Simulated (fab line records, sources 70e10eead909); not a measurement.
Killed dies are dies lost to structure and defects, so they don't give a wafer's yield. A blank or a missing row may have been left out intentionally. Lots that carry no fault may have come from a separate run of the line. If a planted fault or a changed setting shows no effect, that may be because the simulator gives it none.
Code-filled problem report in 8D (eight disciplines) form    flow nand harc    the parts of the form that need people (team, actions taken, sign-off) are left out

1. THE ISSUE
At NHARC_A_CONTACT_CD_MEAS_42, cd nm averages 214.2 nm over 9 wafers from 3 lots, while fault-free wafers read 200.1 nm, standard deviation 0.6. That puts it +23 standard deviations away from the usual mean.
The step: target cd 200 nm.
Earliest sighting: wafer L250.1 on cd sem-02 at day 19 15:46. At this step, 36 wafers from 12 lots have a number in the record. The rule behind "out" and "out of limits": a value lying over 4 standard deviations away from the usual mean. The rest of the wafers with a number are treated as sound.

2. WHAT IT IS AND WHAT IT IS NOT
question                     is                               is not
which readings at this step  cd nm                            -
which lots                   L250, L252, L253                 L241, L242, L245, L246, L248, L251, L255, L257, L261
which wafers of those lots   all that have a number           -
read on which gauges         cd sem-01, cd sem-02, cd sem-03  -
when                         from day 19 15:46                up to then (18 sound wafers); but 9 sound wafers of L255, L257, L261 came after

3. SUSPECTS, AND WHAT RULES EACH OUT
Counting: a tool stays on the suspect list if, at a process step up to the reading, it processed all lots that are out and no sound lot following the first of them.
- ruled out: the gauge at NHARC_A_CONTACT_CD_MEAS_42. 3 gauges (cd sem-01, cd sem-02, cd sem-03) read the wafers that are out.
- arfi scanner-02 at NHARC_A_CONTACT_EXPOSE_39 (exposes mask A CC 3): kept. It ran every lot that is out, first L250 (day 19 15:38), and no sound lot after that; its last sound lot up to then is L251 (day 19 10:53). On those wafers its own readings are out: exposure dose mJ cm2.
Remaining after the count: arfi scanner-02 at NHARC_A_CONTACT_EXPOSE_39.

4. THE CAUSE (what the simulator had put in)
Process parameters drifting: arfi scanner-02 at NHARC_A_CONTACT_EXPOSE_39, beginning at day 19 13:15. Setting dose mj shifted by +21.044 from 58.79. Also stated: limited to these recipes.
After counting, this tool was the only one left.

5. THE EFFECT CHAIN, in route order
One row per reading whose mean, taken over the struck wafers that have a number, lies over 3 standard deviations from the usual. Only readings whose record carries a usual standard deviation are examined. hours: median over the lots of the time between each lot's start at the first step of this table that gives one and its start at this step. sigmas: the change, counted in usual standard deviations.
hours  step                        reading               usual     on struck wafers  change  sigmas
0      NHARC_A_CONTACT_EXPOSE_39   exposure dose mJ cm2  58.80     76.47             +17.67  +99 or more
0      NHARC_A_CONTACT_CD_MEAS_42  cd nm                 200.1 nm  214.2             +14.1   +23
Here are the process steps it includes:
- NHARC_A_CONTACT_EXPOSE_39: exposes mask A CC 3.
Later steps that measure or inspect, where all struck wafers having a row at the step show a number for every such reading and not one has moved that far: NHARC_END_SORT_01.

6. HOW IT WOULD HAVE BEEN CAUGHT EARLIER
Counted from the fault's start at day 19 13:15, it took 3 hours until the first out-of-limits reading at a measuring or inspecting step in this record, taken at day 19 15:46.
At NHARC_A_CONTACT_EXPOSE_39, the tool's own readings (exposure dose mJ cm2) were out on each struck wafer the step has a row for, so an alarm limit on them would have fired on the first such wafer.
L253, L252, from the lots that are out (3), started NHARC_A_CONTACT_EXPOSE_39 on arfi scanner-02 later than day 19 15:46. A hold on the tool at that time would have spared those 2.
